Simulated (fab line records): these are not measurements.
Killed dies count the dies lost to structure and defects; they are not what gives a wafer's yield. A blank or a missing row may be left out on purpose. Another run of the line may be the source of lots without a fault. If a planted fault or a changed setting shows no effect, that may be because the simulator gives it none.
Chamber matching / flow n5-finfet / rie-diel-02 running N5_BEOL_M10_STRIP_67: 4 sister chambers
The step strips in CF4. 16 wafers are shown with their chamber, then 8 later ones without.

== EACH WAFER AND ITS CHAMBER ==
wafer=L074.3; chamber=3; drypump-motor-current-A (A)=6.08; showerhead-plenum-p-Torr (Torr)=1.78; throttle-valve-pct (%)=13.61
wafer=L074.5; chamber=2; drypump-motor-current-A (A)=5.35; showerhead-plenum-p-Torr (Torr)=1.75; throttle-valve-pct (%)=13.19
wafer=L074.6; chamber=3; drypump-motor-current-A (A)=6.09; showerhead-plenum-p-Torr (Torr)=1.78; throttle-valve-pct (%)=13.60
wafer=L082.2; chamber=1; drypump-motor-current-A (A)=5.56; showerhead-plenum-p-Torr (Torr)=1.92; throttle-valve-pct (%)=13.41
wafer=L082.3; chamber=2; drypump-motor-current-A (A)=5.35; showerhead-plenum-p-Torr (Torr)=1.75; throttle-valve-pct (%)=13.23
wafer=L082.4; chamber=3; drypump-motor-current-A (A)=6.11; showerhead-plenum-p-Torr (Torr)=1.78; throttle-valve-pct (%)=13.67
wafer=L084.1; chamber=2; drypump-motor-current-A (A)=5.36; showerhead-plenum-p-Torr (Torr)=1.75; throttle-valve-pct (%)=13.23
wafer=L084.2; chamber=0; drypump-motor-current-A (A)=5.95; showerhead-plenum-p-Torr (Torr)=1.80; throttle-valve-pct (%)=13.64
wafer=L084.3; chamber=3; drypump-motor-current-A (A)=6.12; showerhead-plenum-p-Torr (Torr)=1.77; throttle-valve-pct (%)=13.68
wafer=L089.1; chamber=2; drypump-motor-current-A (A)=5.37; showerhead-plenum-p-Torr (Torr)=1.75; throttle-valve-pct (%)=13.26
wafer=L089.2; chamber=1; drypump-motor-current-A (A)=5.56; showerhead-plenum-p-Torr (Torr)=1.92; throttle-valve-pct (%)=13.43
wafer=L089.5; chamber=3; drypump-motor-current-A (A)=6.09; showerhead-plenum-p-Torr (Torr)=1.77; throttle-valve-pct (%)=13.70
wafer=L093.1; chamber=1; drypump-motor-current-A (A)=5.60; showerhead-plenum-p-Torr (Torr)=1.92; throttle-valve-pct (%)=13.47
wafer=L093.3; chamber=2; drypump-motor-current-A (A)=5.37; showerhead-plenum-p-Torr (Torr)=1.74; throttle-valve-pct (%)=13.26
wafer=L093.4; chamber=0; drypump-motor-current-A (A)=5.97; showerhead-plenum-p-Torr (Torr)=1.79; throttle-valve-pct (%)=13.70
wafer=L091.1; chamber=3; drypump-motor-current-A (A)=6.13; showerhead-plenum-p-Torr (Torr)=1.77; throttle-valve-pct (%)=13.70

SIGNATURES, as means of the wafers listed above
reading=drypump-motor-current-A; chamber 0=5.9600; chamber 1=5.5733; chamber 2=5.3600; chamber 3=6.1033; scatter within a chamber=0.0173
reading=showerhead-plenum-p-Torr; chamber 0=1.7950; chamber 1=1.9200; chamber 2=1.7480; chamber 3=1.7750; scatter within a chamber=0.00483
reading=throttle-valve-pct; chamber 0=13.6700; chamber 1=13.4367; chamber 2=13.2340; chamber 3=13.6600; scatter within a chamber=0.0374
Rule: for a wafer and a chamber, the distance is found by dividing, reading by reading, the gap between the wafer's reading and the chamber's mean by the reading's scatter, squaring, summing and taking the root. The wafer belongs to the nearest chamber; if the next one is less than 2 further off, it can't be placed. How the scatter is found: for the shown wafers, subtract from each reading the mean of its chamber, square and add these, divide the total by (wafers less chambers), then take the root.

== WAFERS WITH NO CHAMBER GIVEN ==
wafer=L091.3; drypump-motor-current-A (A)=5.96; showerhead-plenum-p-Torr (Torr)=1.80; throttle-valve-pct (%)=13.71
wafer=L091.5; drypump-motor-current-A (A)=5.35; showerhead-plenum-p-Torr (Torr)=1.74; throttle-valve-pct (%)=13.27
wafer=L092.3; drypump-motor-current-A (A)=5.94; showerhead-plenum-p-Torr (Torr)=1.79; throttle-valve-pct (%)=13.69
wafer=L092.4; drypump-motor-current-A (A)=5.57; showerhead-plenum-p-Torr (Torr)=1.92; throttle-valve-pct (%)=13.47
wafer=L092.5; drypump-motor-current-A (A)=5.34; showerhead-plenum-p-Torr (Torr)=1.74; throttle-valve-pct (%)=13.27
wafer=L095.2; drypump-motor-current-A (A)=5.56; showerhead-plenum-p-Torr (Torr)=1.91; throttle-valve-pct (%)=13.46
wafer=L095.5; drypump-motor-current-A (A)=5.34; showerhead-plenum-p-Torr (Torr)=1.74; throttle-valve-pct (%)=13.29
wafer=L095.6; drypump-motor-current-A (A)=5.56; showerhead-plenum-p-Torr (Torr)=1.91; throttle-valve-pct (%)=13.47

== EACH ONE'S CHAMBER ==
wafer=L091.3; from the rows above=0; in truth=0
wafer=L091.5; from the rows above=2; in truth=2
wafer=L092.3; from the rows above=0; in truth=0
wafer=L092.4; from the rows above=1; in truth=1
wafer=L092.5; from the rows above=2; in truth=2
wafer=L095.2; from the rows above=1; in truth=1
wafer=L095.5; from the rows above=2; in truth=2
wafer=L095.6; from the rows above=1; in truth=1
8 of 8 placed correctly. Can't be placed from these rows: 0. Placed wrongly: 0.
